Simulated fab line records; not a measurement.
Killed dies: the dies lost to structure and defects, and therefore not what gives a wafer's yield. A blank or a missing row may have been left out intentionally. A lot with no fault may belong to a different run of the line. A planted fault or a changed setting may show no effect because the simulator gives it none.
Struck lot and sound lot, side by side / flow n5_finfet / 26 out of 1938 route steps
Sound: the wafers L979.2, L979.4, L979.5. Struck: wafers L995.1, L995.4 (left out: L995.3, a lot-mate that was not struck); the cause follows at the end.
For every step that has rows: the tool of each side, followed by ch and its chambers, followed by its first start. Under that, the readings that differ: sound wafers / struck wafers / difference of the means / sigmas: that difference in standard deviations of wafers without a fault.
alike: readings whose means differ by less than 2 such deviations, and words and numbers that are the same on both sides. not compared: withheld readings, readings that some wafer has no value for, bounds like >300 that may hide the same value, and numbers for which the record gives no deviation and whose values overlap.
Wherever a step has rows on one side only, a row that says differs or no value, or a row with sigmas, the two part there. Non-overlapping numbers with no deviation appear without sigmas and do not part them. Lack of a reading on every wafer of one side parts them only where that side has two or more wafers.

N5_WELL_APT_INSPECT_27: inspects for defects (macro).
  struck on defect_inspect-01, day 6 03:00; sound on defect_inspect-01, day 2 02:52
  alike: raw_defect_count
N5_WELL_APT_DESCUM_30: chemistry O2, time 7.9 s.
  sound on rie_diel-05 ch 1,2, day 2 02:54; struck on rie_diel-05 ch 0,1, day 6 03:02
  alike: drypump_motor_current_A, oes_product_au, rf_fwd_power_W, rf_vpp_V, showerhead_plenum_p_Torr, throttle_valve_pct
  not compared: rf_hours_counter_h
then, 3 steps without rows for these wafers: N5_WELL_APT_IMPLANT_31; N5_WELL_APT_IMPLANT_32; N5_WELL_APT_STRIP_33 (strips in SPM, time 900 s).
N5_WELL_APT_RTA_34: time 10 s.
  sound on rtp_anneal-02 ch 0, day 2 03:41; struck on rtp_anneal-02 ch 0, day 6 03:48
  alike: lamp_power_pct, lamp_zone_7_pct, wafer_temp_C_max
then, 4 steps without rows for these wafers: N5_WELL_APT_OXIDE_STRIP_42 (strips SiO2 in dHF, time 45 s, target depth 12 nm); N5_WELL_APT_PRECLEAN_36 (cleans in O3/DIW, time 45 s); N5_WELL_APT_PRECLEAN_39 (cleans in dHF, time 60 s); N5_WELL_APT_SRD_37 (time 30 s).
N5_WELL_APT_EPI_41: deposits Si from SiH4/H2, target thk 50 nm, time 297.7 s.
  sound on epi_rpcvd-04 ch 0, day 2 04:02; struck on epi_rpcvd-02 ch 0, day 6 04:06
reading=lamp_inner_pct (%); sound=11.8 11.6 11.6; struck=13.3 13.3; difference=+1.6; sigmas=+2
reading=throttle_valve_pct (%); sound=11.0 10.9 11.2; struck=11.8 11.9; difference=+0.8; sigmas=+2
N5_WELL_APT_INSPECT_38: inspects for defects (darkfield).
  struck on defect_inspect-01, day 6 04:56; sound on defect_inspect-02, day 2 04:44
  alike: raw_defect_count
N5_PMOS_HMC_CHANNEL_EPI_HM_DEP_34: deposits SiO2 from TEOS/O2, target thk 36 nm, time 6.9 s.
  sound on pecvd-04 ch 0, day 2 04:46; struck on pecvd-04 ch 0, day 6 04:58
  alike: heater_power_w, rf_fwd_power_W, showerhead_plenum_p_Torr, throttle_valve_pct
then, 7 steps without rows for these wafers: N5_PMOS_HMC_CHANNEL_EPI_COAT_31 (time 60 s, resist thk 66 nm); N5_PMOS_HMC_CHANNEL_EPI_COAT_03 (resist thk 205 nm); N5_PMOS_HMC_CHANNEL_EPI_EBR_05; N5_PMOS_HMC_CHANNEL_EPI_SOFTBAKE_04 (time 60 s); N5_PMOS_HMC_CHANNEL_EPI_EXPOSE_06 (exposes mask PMOS HMC BLK, target cd 240 nm); N5_PMOS_HMC_CHANNEL_EPI_PEB_07 (peb time 60 s); N5_PMOS_HMC_CHANNEL_EPI_DEVELOP_08 (develop time 30 s).
N5_PMOS_HMC_CHANNEL_EPI_CD_MEAS_09: the cd target is 237.4 nm.
  sound on cd_sem-03 ch 0, day 2 05:11; struck on cd_sem-02 ch 0, day 6 05:23
  alike: cd_nm
N5_PMOS_HMC_CHANNEL_EPI_OVL_MEAS_10:
  sound on overlay-02 ch 0, day 2 05:13; struck on overlay-01 ch 0, day 6 05:25
  alike: PMOS_HMC_BLK_OVL
N5_PMOS_HMC_CHANNEL_EPI_INSPECT_11: inspects for defects (macro).
  struck on defect_inspect-02, day 6 05:26; sound on defect_inspect-01, day 2 05:15
reading=raw_defect_count; sound=4 2 1; struck=289 241; difference=+263; sigmas=+99 or more
N5_PMOS_HMC_CHANNEL_EPI_DESCUM_14: chemistry O2, time 7.9 s.
  sound on rie_diel-04 ch 0,2,3, day 2 05:17; struck on rie_diel-06 ch 3, day 6 05:28
reading=showerhead_plenum_p_Torr (Torr); sound=2.18 2.09 2.18; struck=1.98 1.98; difference=-0.17; sigmas=-2
  alike: drypump_motor_current_A, oes_product_au, rf_fwd_power_W, rf_vpp_V, throttle_valve_pct
  not compared: rf_hours_counter_h
-- the record jumps here: 7 days lie between the struck wafers' starts before and after (it left off in module PMOS_HMC_CHANNEL_EPI and takes up again in module BEOL_M4, whose first step shown is number 1111 of the route) --
N5_BEOL_M4_RC_MEAS_101:
  sound on prober-01 ch 0, day 9 06:07; struck on prober-01 ch 0, day 12 19:35
  alike: DIBL_N, DIBL_P, IOFF_N, IOFF_P, ION_N, ION_P, SS_N, SS_P, VT_N, VT_P
-- the record jumps here: 4 days lie between the struck wafers' starts before and after (it left off in module BEOL_M4 and takes up again in module PASSIVATION, whose first step shown is number 1936 of the route) --
N5_PASSIVATION_PROBE_49:
  struck on prober-01, day 17 07:27; sound on prober-01, day 13 20:13
reading=defect_limited_yield (%); sound=91.5 91.0 91.1; struck=82.6 82.8; difference=-8.5; sigmas=-5
reading=killed_at_front_end; sound=56 46 49; struck=132 124; difference=+78; sigmas=+6
reading=killed_dies; sound=100 106 105; struck=205 203; difference=+100; sigmas=+5
reading=sort_bin_5_function (%); sound=4.7 5.3 5.3; struck=11.2 11.2; difference=+6.1; sigmas=+5
reading=sort_bin_6_memory (%); sound=3.1 3.3 3.3; struck=5.0 5.3; difference=+1.9; sigmas=+3
reading=sort_n_pass; sound=1080 1074 1075; struck=975 977; difference=-100; sigmas=-5
reading=sort_yield_pct (%); sound=91.5 91.0 91.1; struck=82.6 82.8; difference=-8.5; sigmas=-5
  alike: killed_at_M0_to_M3, killed_at_M4_up, killed_at_contacts, killed_at_other, killed_open, killed_short

WHERE THEY PART
First at N5_WELL_APT_EPI_41; last, within this record, at N5_PASSIVATION_PROBE_49.

WHY: whatever the simulator had introduced
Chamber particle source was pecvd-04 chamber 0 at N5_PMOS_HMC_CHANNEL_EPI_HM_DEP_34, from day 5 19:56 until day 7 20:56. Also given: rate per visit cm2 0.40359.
